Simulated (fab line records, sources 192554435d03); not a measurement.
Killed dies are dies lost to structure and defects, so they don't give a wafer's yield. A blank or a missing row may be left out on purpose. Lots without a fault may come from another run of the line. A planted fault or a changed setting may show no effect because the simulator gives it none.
Which tool did it? | flow n5_finfet | 24 lots, 72 wafers sampled, at 5 steps of a route of 1938

WHAT THE GAUGES READ, wafer by wafer
N5_BEOL_M5_CD_MEAS_11: target cd 27.74 nm. Usual: cd_nm 28.00 nm, standard deviation 0.26.
lot  | measured     | on        | cd_nm (nm)        | flag
L074 | day 8 19:47  | cd_sem-02 | 27.74 28.13 28.02 |
L077 | day 9 04:22  | cd_sem-01 | 27.85 27.74 27.63 |
L076 | day 9 06:22  | cd_sem-02 | 27.91 27.92 28.05 |
L075 | day 9 09:26  | cd_sem-03 | 27.94 27.85 27.84 |
L079 | day 9 13:22  | cd_sem-02 | 27.77 27.94 28.32 |
L078 | day 9 13:37  | cd_sem-01 | 28.16 27.78 28.03 |
L080 | day 10 13:16 | cd_sem-02 | 28.09 27.66 27.78 |
L081 | day 10 20:22 | cd_sem-03 | 28.02 28.06 28.06 |
L082 | day 11 17:44 | cd_sem-03 | 28.13 27.59 28.02 |
L085 | day 11 18:01 | cd_sem-01 | 27.97 27.99 28.08 |
L084 | day 12 22:26 | cd_sem-03 | 28.15 28.06 28.07 |
L086 | day 13 05:20 | cd_sem-03 | 27.62 28.25 27.88 |
L089 | day 13 12:01 | cd_sem-02 | 28.37 28.10 28.18 |
L083 | day 13 15:28 | cd_sem-03 | 28.03 28.25 28.47 |
L087 | day 13 20:26 | cd_sem-01 | 28.12 28.21 28.59 |
L088 | day 14 01:25 | cd_sem-01 | 27.91 28.33 28.15 |
L090 | day 14 08:10 | cd_sem-01 | 27.40 27.95 27.88 |
L093 | day 14 20:01 | cd_sem-03 | 28.02 28.17 27.79 |
L092 | day 14 22:18 | cd_sem-01 | 27.59 28.07 27.84 |
L094 | day 15 00:49 | cd_sem-02 | 27.83 28.02 27.67 |
L091 | day 15 01:19 | cd_sem-02 | 28.06 28.36 28.05 |
L095 | day 15 18:43 | cd_sem-01 | 28.12 28.11 28.46 |
L097 | day 15 18:33 | cd_sem-01 | 28.12 27.71 28.22 |
L096 | day 16 02:07 | cd_sem-01 | 27.53 27.74 27.98 |

N5_BEOL_M5_INSPECT_30: inspects for defects (brightfield). Usual: raw_defect_count 396, standard deviation 110.
lot  | measured     | on                | raw_defect_count | flag
L074 | day 8 23:31  | defect_inspect-02 | 321 360 382      |
L077 | day 9 05:19  | defect_inspect-02 | 671 447 401      |
L076 | day 9 08:08  | defect_inspect-01 | 376 358 234      |
L075 | day 9 11:58  | defect_inspect-01 | 441 582 448      |
L079 | day 9 14:35  | defect_inspect-01 | 442 477 374      |
L078 | day 9 14:51  | defect_inspect-01 | 514 400 357      |
L080 | day 10 15:51 | defect_inspect-02 | 632 382 500      |
L081 | day 10 22:16 | defect_inspect-02 | 280 392 316      |
L082 | day 11 18:56 | defect_inspect-02 | 474 396 404      |
L085 | day 11 21:50 | defect_inspect-02 | 449 363 499      |
L084 | day 13 01:03 | defect_inspect-01 | 255 285 309      |
L086 | day 13 07:29 | defect_inspect-02 | 563 414 500      |
L089 | day 13 14:18 | defect_inspect-01 | 401 525 384      |
L083 | day 13 18:48 | defect_inspect-01 | 428 350 492      |
L087 | day 14 00:17 | defect_inspect-02 | 618 693 448      |
L088 | day 14 03:20 | defect_inspect-02 | 335 402 345      |
L090 | day 14 10:36 | defect_inspect-02 | 386 340 339      |
L093 | day 14 21:23 | defect_inspect-01 | 327 383 406      |
L092 | day 14 23:26 | defect_inspect-02 | 462 419 345      |
L094 | day 15 04:42 | defect_inspect-02 | 562 361 369      |
L091 | day 15 04:39 | defect_inspect-01 | 270 263 278      |
L095 | day 15 19:52 | defect_inspect-02 | 321 468 284      |
L097 | day 15 19:34 | defect_inspect-02 | 301 378 241      |
L096 | day 16 05:28 | defect_inspect-01 | 377 505 407      |

WHICH TOOL RAN EACH LOT (tool, then ch and the chambers of the sampled wafers, then the start)
lot  | N5_BEOL_M4_ALD_84                   | N5_BEOL_M4_SPUTTER_94        | N5_BEOL_M4_CO_CAP_55
L074 | ald_metal-04 ch 1,2, day 8 13:46    | pvd_sputter-03, day 8 15:52  | cvd_co-02 ch 1,2, day 8 16:57
L077 | ald_metal-04 ch 2,3, day 8 20:01    | pvd_sputter-03, day 8 23:46  | cvd_co-01 ch 0,1, day 9 00:51
L076 | ald_metal-04 ch 0,2,3, day 9 00:53  | pvd_sputter-02, day 9 02:54  | cvd_co-01 ch 0,1, day 9 03:59
L075 | ald_metal-04 ch 0,1, day 9 01:05    | pvd_sputter-01, day 9 04:52  | cvd_co-02 ch 1,2, day 9 05:58
L079 | ald_metal-01 ch 0,2, day 9 05:47    | pvd_sputter-01, day 9 07:46  | cvd_co-02 ch 0,2, day 9 08:51
L078 | ald_metal-02 ch 0,2, day 9 05:50    | pvd_sputter-01, day 9 09:36  | cvd_co-02 ch 0,1,2, day 9 10:41
L080 | ald_metal-04 ch 0,1,3, day 9 22:59  | pvd_sputter-01, day 10 01:10 | cvd_co-01 ch 0,1,2, day 10 10:15
L081 | ald_metal-04 ch 2,3, day 10 13:16   | pvd_sputter-03, day 10 15:32 | cvd_co-02 ch 0,2, day 10 16:47
L082 | ald_metal-04 ch 1,2, day 11 11:08   | pvd_sputter-01, day 11 13:20 | cvd_co-02 ch 0,2, day 11 14:25
L085 | ald_metal-01 ch 0,1,3, day 11 11:13 | pvd_sputter-03, day 11 13:22 | cvd_co-01 ch 1,2, day 11 14:28
L084 | ald_metal-01 ch 0,1,3, day 12 15:14 | pvd_sputter-02, day 12 17:36 | cvd_co-01 ch 0,2, day 12 18:57
L086 | ald_metal-02 ch 0,2,3, day 12 22:41 | pvd_sputter-01, day 13 00:43 | cvd_co-02 ch 1,2, day 13 01:48
L089 | ald_metal-04 ch 1,2, day 13 05:10   | pvd_sputter-02, day 13 07:20 | cvd_co-01 ch 0,2, day 13 08:25
L083 | ald_metal-04 ch 0,1,2, day 13 08:31 | pvd_sputter-01, day 13 10:41 | cvd_co-02 ch 0,1,2, day 13 11:46
L087 | ald_metal-02 ch 1,2, day 13 11:58   | pvd_sputter-03, day 13 15:37 | cvd_co-02 ch 0,1,2, day 13 16:49
L088 | ald_metal-01 ch 0,2, day 13 16:49   | pvd_sputter-02, day 13 19:11 | cvd_co-02 ch 0,2, day 13 20:17
L090 | ald_metal-02 ch 0,1,2, day 14 01:36 | pvd_sputter-01, day 14 03:41 | cvd_co-02 ch 1,2, day 14 04:46
L093 | ald_metal-04 ch 1,2,3, day 14 14:27 | pvd_sputter-01, day 14 16:38 | cvd_co-01 ch 0,1,2, day 14 17:44
L092 | ald_metal-04 ch 0,1,3, day 14 14:39 | pvd_sputter-01, day 14 18:29 | cvd_co-01 ch 1,2, day 14 19:55
L094 | ald_metal-02 ch 0,2,3, day 14 19:08 | pvd_sputter-02, day 14 21:09 | cvd_co-02 ch 0,2, day 14 22:15
L091 | ald_metal-04 ch 1,2,3, day 14 19:15 | pvd_sputter-03, day 14 21:21 | cvd_co-02 ch 2, day 14 22:36
L095 | ald_metal-04 ch 2,3, day 15 11:48   | pvd_sputter-02, day 15 13:49 | cvd_co-01 ch 0,1,2, day 15 14:56
L097 | ald_metal-01 ch 0,1, day 15 11:52   | pvd_sputter-01, day 15 14:02 | cvd_co-02 ch 0,2, day 15 15:08
L096 | ald_metal-01 ch 0,1,3, day 15 18:39 | pvd_sputter-01, day 15 20:53 | cvd_co-01 ch 0,1,2, day 15 22:05
- N5_BEOL_M4_ALD_84: deposits TaN, pulse time 2 s, purge time 3 s, co reactant purge time 2 s.
- N5_BEOL_M4_SPUTTER_94: material Cu, target thk 4.5 nm, time 8.29 s.
- N5_BEOL_M4_CO_CAP_55: material Co, precursor CCTBA/H2, target thk 2 nm, time 102.1 s.

WHAT THE TOOLS THEMSELVES READ (means of the sampled wafers that have a number; where no wafer has one, the mark that the record gives instead)
N5_BEOL_M4_ALD_84. Usual: heater_power_w 417 W, standard deviation 53.
lot  | tool         | heater_power_w (W) | flag
L074 | ald_metal-04 | 443                |
L077 | ald_metal-04 | 383                |
L076 | ald_metal-04 | 379                |
L075 | ald_metal-04 | 395                |
L079 | ald_metal-01 | 445                |
L078 | ald_metal-02 | 444                |
L080 | ald_metal-04 | 411                |
L081 | ald_metal-04 | 389                |
L082 | ald_metal-04 | 434                |
L085 | ald_metal-01 | 407                |
L084 | ald_metal-01 | 410                |
L086 | ald_metal-02 | 431                |
L089 | ald_metal-04 | 443                |
L083 | ald_metal-04 | 421                |
L087 | ald_metal-02 | 444                |
L088 | ald_metal-01 | 452                |
L090 | ald_metal-02 | 448                |
L093 | ald_metal-04 | 433                |
L092 | ald_metal-04 | 415                |
L094 | ald_metal-02 | 430                |
L091 | ald_metal-04 | 437                |
L095 | ald_metal-04 | 388                |
L097 | ald_metal-01 | 389                |
L096 | ald_metal-01 | 407                |

N5_BEOL_M4_SPUTTER_94. Usual: throttle_valve_pct 29.8 %, standard deviation 1.1.
lot  | tool           | throttle_valve_pct (%) | flag
L074 | pvd_sputter-03 | 30.1                   |
L077 | pvd_sputter-03 | 31.2                   |
L076 | pvd_sputter-02 | 29.9                   |
L075 | pvd_sputter-01 | 29.6                   |
L079 | pvd_sputter-01 | 29.8                   |
L078 | pvd_sputter-01 | 29.0                   |
L080 | pvd_sputter-01 | 29.8                   |
L081 | pvd_sputter-03 | 31.9                   |
L082 | pvd_sputter-01 | 30.2                   |
L085 | pvd_sputter-03 | 30.7                   |
L084 | pvd_sputter-02 | 30.2                   |
L086 | pvd_sputter-01 | 29.0                   |
L089 | pvd_sputter-02 | 30.4                   |
L083 | pvd_sputter-01 | 28.8                   |
L087 | pvd_sputter-03 | 31.2                   |
L088 | pvd_sputter-02 | 29.9                   |
L090 | pvd_sputter-01 | 29.2                   |
L093 | pvd_sputter-01 | 28.4                   |
L092 | pvd_sputter-01 | 28.8                   |
L094 | pvd_sputter-02 | 29.9                   |
L091 | pvd_sputter-03 | 30.8                   |
L095 | pvd_sputter-02 | 30.4                   |
L097 | pvd_sputter-01 | 29.7                   |
L096 | pvd_sputter-01 | 29.6                   |

N5_BEOL_M4_CO_CAP_55. Usual: heater_power_w 228 W, standard deviation 41.
lot  | tool      | heater_power_w (W) | flag
L074 | cvd_co-02 | 244                |
L077 | cvd_co-01 | 220                |
L076 | cvd_co-01 | 222                |
L075 | cvd_co-02 | 247                |
L079 | cvd_co-02 | 215                |
L078 | cvd_co-02 | 234                |
L080 | cvd_co-01 | 226                |
L081 | cvd_co-02 | 214                |
L082 | cvd_co-02 | 215                |
L085 | cvd_co-01 | 185                |
L084 | cvd_co-01 | 233                |
L086 | cvd_co-02 | 229                |
L089 | cvd_co-01 | 233                |
L083 | cvd_co-02 | 234                |
L087 | cvd_co-02 | 232                |
L088 | cvd_co-02 | 212                |
L090 | cvd_co-02 | 227                |
L093 | cvd_co-01 | 227                |
L092 | cvd_co-01 | 188                |
L094 | cvd_co-02 | 215                |
L091 | cvd_co-02 | 210                |
L095 | cvd_co-01 | 231                |
L097 | cvd_co-02 | 216                |
L096 | cvd_co-01 | 228                |

THE ANSWER, worked out from the rows above alone
Rule: a lot is off if the mean of its wafers that have a number lies more than 3 standard deviations from the usual mean. A lot without any number at a reading at which 4 lots or more have one is off too. The other lots that the step has rows for count as sound. The gauges are gone through in route order, then the tools' own readings, and for those a lot's mean is taken as printed above. The first step at which some lot is off is used, and at that step the reading that is off furthest; a lot without a number counts as furthest.
No lot is off at any reading shown: from this, nothing can be told.

WHAT THE SIMULATOR HAD PUT IN
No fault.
